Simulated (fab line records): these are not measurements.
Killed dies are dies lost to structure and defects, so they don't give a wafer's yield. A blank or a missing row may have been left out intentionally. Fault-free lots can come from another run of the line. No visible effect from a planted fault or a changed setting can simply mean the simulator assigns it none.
fab line records	flow n5-finfet
record lots=7	wafers=39
route steps=1938 shown BEOL_M14@1753 PASSIVATION@1909
start-h: hours from the record's first day to the start of the lot's first wafer shown	wait-h: hours elapsed since this lot's preceding step	" identical to the entry in the row above	L1.1+2: one row covering several wafers at once	- no value, or no start was given	* or withheld: withheld	< > ~ a bound
route shown NAME@n: names a module that has steps shown in the file, with the first one's number in the route	usual: mean/standard deviation taken from wafers without a fault	same: alike in all rows	chamber/n: place in a boat	sites: the reading at each site	_std_site: standard deviation of those values	_edge_site: outer sites' mean less inner sites'	radius-mm: how far each site lies from the wafer's centre	mask NAME#n: copy n	behind: the most recent tool/chamber to have shaped the wafer	hold: why the lot went on hold/how many hours it stayed there/how the hold came to an end	device: the transistor (n, p or np) that didn't switch	end of line: tests of these same wafers at the route's end	a step without rows: its recipe alone	killed: dies lost to structure and defects at the first sort, not the wafer's yield	map: shows each die of a wafer: x if killed, . if not, _ if none is there
set.NAME: the setting that was run; set.NAME@STEP: the one run at that earlier step	model.NAME: the simulator's own value behind a step, which no gauge read
lots whose settings were changed on purpose; a table a step, a row a wafer
## steps
# step N5_BEOL_M14_TRENCH_ETCH_34
# recipe chemistry=C4F8/O2/Ar	target=SiO2	target-depth-a=5566.5	mask-material=SOC	he-inner-torr=15	he-outer-torr=30	time-s=126.9	ion-energy-ev=800	pressure-mtorr=20	source-w=1905	bias-w=2040	Ar_flow_sccm=400	C4F8_flow_sccm=16	O2_flow_sccm=12
lot.wafer	tool	chamber	start-h	wait-h	set.time-s	model.etch.depth-nm
L074.1	rie-diel-02	3	273.95	0.0	74.55	330.3
L074.2	"	0	"	"	74.55	320.5
L074.3	"	1	"	"	126.9	545
L074.4	"	2	"	"	126.9	550.5
L074.5	"	1	"	"	126.9	545.8
L074.6	"	0	"	"	74.55	320.8
L075.1	rie-diel-03	3	284.21	0.0	126.9	555.7
L075.2	"	1	"	"	160	676.4
L075.3	"	2	"	"	126.9	554.8
L075.4	"	0	"	"	126.9	545.1
L075.5	"	2	"	"	160	698.4
L075.6	"	3	"	"	160	700.4
L076.1	rie-diel-05	1	305.89	0.0	126.9	547.8
L076.2	"	0	"	"	155.4	686.8
L076.3	"	3	"	"	126.9	556.7
L076.4	"	2	"	"	126.9	565.1
L076.5	"	3	"	"	155.4	673.3
L076.6	"	0	"	"	155.4	681
L078.1	rie-diel-03	3	306.45	0.0	126.9	560.1
L078.2	"	0	"	"	126.9	551.2
L078.3	"	2	"	"	126.9	555.8
L078.4	"	2	"	"	126.9	559.5
L078.5	"	3	"	"	126.9	561.7
L078.6	"	0	"	"	126.9	549.3
L079.2	rie-diel-03	3	311.44	0.0	126.9	566.4
L079.5	"	2	"	"	126.9	557.2
L079.6	"	1	"	"	126.9	543
L083.1	rie-diel-02	0	337.93	0.0	126.9	542
L083.2	"	1	"	"	126.9	546.6
L083.3	"	3	"	"	80.6	357.7
L083.4	"	2	"	"	80.6	349.9
L083.5	"	3	"	"	80.6	359.1
L083.6	"	0	"	"	126.9	547.9
L087.1	rie-diel-03	1	357.42	0.0	77.64	328.3
L087.2	"	0	"	"	77.64	335.2
L087.3	"	2	"	"	77.64	342.2
L087.4	"	3	"	"	126.9	556.9
L087.5	"	2	"	"	126.9	555.5
L087.6	"	1	"	"	126.9	538.6
# step N5_BEOL_M14_STRIP_70
# recipe chemistry=C4F8/O2/Ar	resist=SiARC	rf-frequency-hz=6e+07
# step N5_BEOL_M14_OCD_MEAS_35
# usual trench-depth-nm=554/8.9
lot.wafer	tool	chamber	start-h	wait-h	set.time-s@BEOL_M14_TRENCH_ETCH_34	trench-depth-nm
L074.1	ocd-01	-	274.10	0.0	74.55	330
L074.2	"	-	"	"	74.55	320
L074.3	"	-	"	"	126.9	545
L074.4	"	-	"	"	126.9	550
L074.5	"	-	"	"	126.9	546
L074.6	"	-	"	"	74.55	321
L075.1	ocd-02	-	284.37	0.0	126.9	556
L075.2	"	-	"	"	160	676
L075.3	"	-	"	"	126.9	554
L075.4	"	-	"	"	126.9	544
L075.5	"	-	"	"	160	699
L075.6	"	-	"	"	160	701
L076.1	ocd-01	-	306.05	0.0	126.9	548
L076.2	"	-	"	"	155.4	687
L076.3	"	-	"	"	126.9	556
L076.4	"	-	"	"	126.9	565
L076.5	"	-	"	"	155.4	673
L076.6	"	-	"	"	155.4	681
L078.1	ocd-02	-	306.61	0.0	126.9	560
L078.2	"	-	"	"	126.9	551
L078.3	"	-	"	"	126.9	555
L078.4	"	-	"	"	126.9	560
L078.5	"	-	"	"	126.9	562
L078.6	"	-	"	"	126.9	549
L079.2	ocd-02	-	311.60	0.0	126.9	566
L079.5	"	-	"	"	126.9	557
L079.6	"	-	"	"	126.9	543
L083.1	ocd-01	-	338.10	0.0	126.9	542
L083.2	"	-	"	"	126.9	547
L083.3	"	-	"	"	80.6	358
L083.4	"	-	"	"	80.6	350
L083.5	"	-	"	"	80.6	359
L083.6	"	-	"	"	126.9	548
L087.1	ocd-01	-	357.58	0.0	77.64	328
L087.2	"	-	"	"	77.64	335
L087.3	"	-	"	"	77.64	342
L087.4	"	-	"	"	126.9	557
L087.5	"	-	"	"	126.9	556
L087.6	"	-	"	"	126.9	538
# step N5_BEOL_M14_STRIP_37
# recipe chemistry=O2	power-w=600	temp-c=60	pressure-mtorr=30	rf-frequency-hz=6e+07	bias-power-w=0	overash-fraction=0.3	o2-flow-sccm=225
# step N5_BEOL_M14_ETCH_38
# recipe chemistry=CF4/N2	target=SiCN	target-depth-a=1065	taper-deg=2	time-s=120.6	ion-energy-ev=150	mask-material=SiO2	pressure-mtorr=40	source-w=430	bias-w=70	Ar_flow_sccm=100	cf4-flow-sccm=60	n2-flow-sccm=60
# step N5_BEOL_M14_ECD_47
# recipe material=Cu	target-thk-a=12480
# step N5_BEOL_M14_ANNEAL_48
# recipe temp-c=225	time-s=90	ambient=N2
# step N5_BEOL_M14_CMP_49
# recipe stop-on=SiO2	t-overpolish-s=5.2	down-force-psi=2	platen-rpm=80	clearing-platen-down-force-psi=2	clearing-platen-rpm=80	post-cmp-clean=cu-alkaline	target-thk-nm=560	clearing-platen-pad-velocity-m-s=1.5917	pad-velocity-m-s=1.5917
lot.wafer	tool	chamber	start-h	wait-h	set.time-s@BEOL_M14_TRENCH_ETCH_34	model.Cu_of_BEOL_M14_ECD_47.thk-nm
L074.1	cmp-01	2	275.39	0.3	74.55	333.6
L074.4	"	3	"	"	126.9	553.8
L074.2	"	0	"	"	74.55	324
L074.3	"	1	"	"	126.9	547.4
L074.5	"	2	"	"	126.9	548.8
L074.6	"	3	"	"	74.55	325.4
L075.4	cmp-04	3	287.32	0.3	126.9	549.8
L075.3	"	0	"	"	126.9	559.2
L075.2	"	1	"	"	160	679.6
L075.1	"	2	"	"	126.9	560.2
L075.6	"	3	"	"	160	704
L075.5	"	0	"	"	160	702.8
L076.1	cmp-02	2	308.10	0.3	126.9	550.2
L076.3	"	3	"	"	126.9	560.2
L076.4	"	0	"	"	126.9	566.6
L076.2	"	1	"	"	155.4	690.6
L076.6	"	2	"	"	155.4	683.8
L076.5	"	3	"	"	155.4	676.2
L078.4	cmp-04	3	309.54	0.1	126.9	562
L078.3	"	0	"	"	126.9	557.8
L078.2	"	1	"	"	126.9	554
L078.1	"	2	"	"	126.9	563.4
L078.5	"	3	"	"	126.9	563.6
L078.6	"	0	"	"	126.9	551.8
L079.2	cmp-01	2	312.99	0.2	126.9	571
L079.6	"	2	"	"	126.9	547
L079.5	"	3	"	"	126.9	561
L083.1	cmp-01	2	339.63	0.3	126.9	545.6
L083.4	"	3	"	"	80.6	353.6
L083.3	"	0	"	"	80.6	360.2
L083.2+6	"	1,2	"	"	126.9	550.4
L083.5	"	3	"	"	80.6	361
L087.4	cmp-01	1	365.43	0.1	126.9	560.4
L087.2	"	2	"	"	77.64	339.2
L087.1	"	3	"	"	77.64	331.6
L087.3	"	0	"	"	77.64	346.6
L087.6	"	1	"	"	126.9	541
L087.5	"	2	"	"	126.9	559.2
# step N5_BEOL_M14_THK_MEAS_50
# recipe thk-meas-gauge=xrf	reads=Cu_of_BEOL_M14_ECD_47
# usual M14_THK=561/9.1
lot.wafer	tool	chamber	start-h	wait-h	set.time-s@BEOL_M14_TRENCH_ETCH_34	M14_THK[nm]
L074.1	film-metro-02	-	275.69	-	74.55	337
L074.2	"	-	"	"	74.55	327
L074.3	"	-	"	"	126.9	553
L074.4	"	-	"	"	126.9	558
L074.5	"	-	"	"	126.9	555
L074.6	"	-	"	"	74.55	328
L075.1	film-metro-02	-	287.61	-	126.9	564
L075.2	"	-	"	"	160	689
L075.3	"	-	"	"	126.9	560
L075.4	"	-	"	"	126.9	552
L075.5	"	-	"	"	160	707
L075.6	"	-	"	"	160	709
L076.1	film-metro-01	-	308.39	-	126.9	559
L076.2	"	-	"	"	155.4	705
L076.3	"	-	"	"	126.9	572
L076.4	"	-	"	"	126.9	579
L076.5	"	-	"	"	155.4	692
L076.6	"	-	"	"	155.4	700
L078.1	film-metro-02	-	309.83	-	126.9	564
L078.2	"	-	"	"	126.9	555
L078.3	"	-	"	"	126.9	559
L078.4	"	-	"	"	126.9	564
L078.5	"	-	"	"	126.9	562
L078.6	"	-	"	"	126.9	554
L079.2	film-metro-02	-	313.30	0.3	126.9	575
L079.5	"	-	"	"	126.9	562
L079.6	"	-	"	"	126.9	550
L083.1	film-metro-02	-	339.92	-	126.9	549
L083.2	"	-	"	"	126.9	551
L083.3	"	-	"	"	80.6	359
L083.4	"	-	"	"	80.6	353
L083.5	"	-	"	"	80.6	362
L083.6	"	-	"	"	126.9	550
L087.1	film-metro-01	-	365.72	-	77.64	333
L087.2	"	-	"	"	77.64	340
L087.3	"	-	"	"	77.64	348
L087.4	"	-	"	"	126.9	565
L087.5	"	-	"	"	126.9	561
L087.6	"	-	"	"	126.9	545
# step N5_BEOL_M14_PRE_CLEAN_52
# recipe gas=NH3	time-s=15	temp-c=withheld	rf-power-w=300
# step N5_BEOL_M14_DEP_53
# recipe material=SiCN	target-thk-a=500	temp-c=withheld	precursor=3MS/NH3	pressure-torr=3	rf-w=675	time-s=17.8
# step N5_BEOL_M14_RS_MEAS_54
# recipe thk-meas-gauge=four-point-probe	reads=Cu_of_BEOL_M14_ECD_47+Ta_of_BEOL_M14_SPUTTER_44+TaN_of_BEOL_M14_SPUTTER_43
# usual M14_RS=0.0333/0.00054
lot.wafer	tool	chamber	start-h	wait-h	set.time-s@BEOL_M14_TRENCH_ETCH_34	M14_RS[ohm/sq]
L074.1	film-metro-02	-	275.82	0.0	74.55	0.0567
L074.2	"	-	"	"	74.55	0.0584
L074.3	"	-	"	"	126.9	0.0339
L074.4	"	-	"	"	126.9	0.0335
L074.5	"	-	"	"	126.9	0.0338
L074.6	"	-	"	"	74.55	0.0580
L075.1	film-metro-01	-	287.74	0.0	126.9	0.0332
L075.2	"	-	"	"	160	0.0272
L075.3	"	-	"	"	126.9	0.0333
L075.4	"	-	"	"	126.9	0.0338
L075.5	"	-	"	"	160	0.0263
L075.6	"	-	"	"	160	0.0262
L076.1	film-metro-01	-	308.52	0.0	126.9	0.0337
L076.2	"	-	"	"	155.4	0.0268
L076.3	"	-	"	"	126.9	0.0331
L076.4	"	-	"	"	126.9	0.0328
L076.5	"	-	"	"	155.4	0.0274
L076.6	"	-	"	"	155.4	0.0270
L078.1	film-metro-02	-	309.96	0.0	126.9	0.0329
L078.2	"	-	"	"	126.9	0.0335
L078.3	"	-	"	"	126.9	0.0333
L078.4	"	-	"	"	126.9	0.0330
L078.5	"	-	"	"	126.9	0.0329
L078.6	"	-	"	"	126.9	0.0337
L079.2	film-metro-01	-	313.43	0.1	126.9	0.0325
L079.5	"	-	"	"	126.9	0.0331
L079.6	"	-	"	"	126.9	0.0341
L083.1	film-metro-02	-	340.05	0.0	126.9	0.0340
L083.2	"	-	"	"	126.9	0.0338
L083.3	"	-	"	"	80.6	0.0522
L083.4	"	-	"	"	80.6	0.0533
L083.5	"	-	"	"	80.6	0.0521
L083.6	"	-	"	"	126.9	0.0338
L087.1	film-metro-02	-	365.85	0.0	77.64	0.0571
L087.2	"	-	"	"	77.64	0.0556
L087.3	"	-	"	"	77.64	0.0543
L087.4	"	-	"	"	126.9	0.0331
L087.5	"	-	"	"	126.9	0.0331
L087.6	"	-	"	"	126.9	0.0344
# step N5_PASSIVATION_AL_ETCH_33
# recipe chemistry=Cl2/BCl3	target-depth-a=28000	over-etch-frac=0.15	Cl2_flow_sccm=180	bcl3-flow-sccm=60	target=Al	stop-on=TaN	time-s=466.7	ion-energy-ev=100	pressure-mtorr=10	icp-w=900	bias-w=100
lot.wafer	tool	chamber	start-h	wait-h	set.time-s
L074.1+4+6	rie-metal-03	1,0,0	293.97	0.1	250.2
L074.2+3+5	"	0,1,1	"	"	466.7
L075.1+2+3+4+5+6	rie-metal-02	1	303.26	0.1	466.7
L078.1+5+6	rie-metal-02	1,0,1	325.36	0.1	466.7
L078.2+3+4	"	0,0,1	"	"	675.7
L076.1+2+6	rie-metal-01	0,1,0	330.49	0.1	466.7
L076.3+4+5	"	1,0,1	"	"	589.5
L079.2+5+6	rie-metal-03	0,1,0	332.44	0.1	466.7
L083.1+3+5	rie-metal-02	0,1,1	357.08	0.1	466.7
L083.2+4+6	"	1,0,0	"	"	226
L087.1+3+5	rie-metal-03	0	384.20	0.1	466.7
L087.2+4+6	"	1	"	"	634.4
# step N5_PASSIVATION_ETCH_59
# recipe chemistry=Cl2/BCl3	target=TaN	target-depth-a=650	time-s=34.9	ion-energy-ev=100	pressure-mtorr=10	icp-w=900	bias-w=100	Cl2_flow_sccm=60	bcl3-flow-sccm=30
# usual oes-product-au=0.84/0.095
lot.wafer	tool	chamber	start-h	wait-h	set.time-s@PASSIVATION_AL_ETCH_33	oes-product-au
L074.1	rie-metal-03	1	294.37	0.3	250.2	0.23
L074.2	"	0	"	"	466.7	0.91
L074.3	"	1	"	"	466.7	0.84
L074.4	"	0	"	"	250.2	0.25
L074.5	"	1	"	"	466.7	0.83
L074.6	"	0	"	"	250.2	0.25
L075.1	rie-metal-02	1	304.06	0.7	466.7	0.90
L075.2	"	1	"	"	466.7	0.91
L075.3	"	1	"	"	466.7	0.92
L075.4	"	1	"	"	466.7	0.92
L075.5	"	1	"	"	466.7	0.91
L075.6	"	1	"	"	466.7	0.91
L078.1	rie-metal-02	1	325.76	0.3	466.7	0.91
L078.2	"	0	"	"	675.7	0.97
L078.3	"	0	"	"	675.7	0.99
L078.4	"	1	"	"	675.7	0.91
L078.5	"	0	"	"	466.7	0.98
L078.6	"	1	"	"	466.7	0.91
L076.1	rie-metal-01	0	330.89	0.3	466.7	0.66
L076.2	"	1	"	"	466.7	0.66
L076.3	"	1	"	"	589.5	0.66
L076.4	"	0	"	"	589.5	0.66
L076.5	"	1	"	"	589.5	0.66
L076.6	"	0	"	"	466.7	0.67
L079.2	rie-metal-03	0	332.84	0.3	466.7	0.89
L079.5	"	1	"	"	466.7	0.82
L079.6	"	0	"	"	466.7	0.90
L083.1	rie-metal-02	0	357.48	0.3	466.7	0.92
L083.2	"	1	"	"	226	0.24
L083.3	"	1	"	"	466.7	0.87
L083.4	"	0	"	"	226	0.25
L083.5	"	1	"	"	466.7	0.87
L083.6	"	0	"	"	226	0.25
L087.1	rie-metal-03	0	384.60	0.3	466.7	0.87
L087.2	"	1	"	"	634.4	0.81
L087.3	"	0	"	"	466.7	0.87
L087.4	"	1	"	"	634.4	0.80
L087.5	"	0	"	"	466.7	0.88
L087.6	"	1	"	"	634.4	0.80
## key
split step=N5_BEOL_M14_TRENCH_ETCH_34	setting=time-s	stated=126.9	by=wafer
response step=N5_BEOL_M14_TRENCH_ETCH_34	reading=model.etch.depth-nm	change=+5.4	per=1%	r=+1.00
response step=N5_BEOL_M14_OCD_MEAS_35	reading=trench-depth-nm	change=+5.4	per=1%	r=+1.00
response step=N5_BEOL_M14_CMP_49	reading=model.Cu_of_BEOL_M14_ECD_47.thk-nm	change=+5.39	per=1%	r=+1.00
response step=N5_BEOL_M14_THK_MEAS_50	reading=M14_THK	change=+5.47	per=1%	r=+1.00
response step=N5_BEOL_M14_RS_MEAS_54	reading=M14_RS	change=-0.000497	per=1%	r=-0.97
split step=N5_PASSIVATION_AL_ETCH_33	setting=time-s	stated=466.7	by=wafer
response step=N5_PASSIVATION_ETCH_59	reading=oes-product-au	shape=bent	at-lowest=0.25	at-stated=0.86	at-highest=0.96
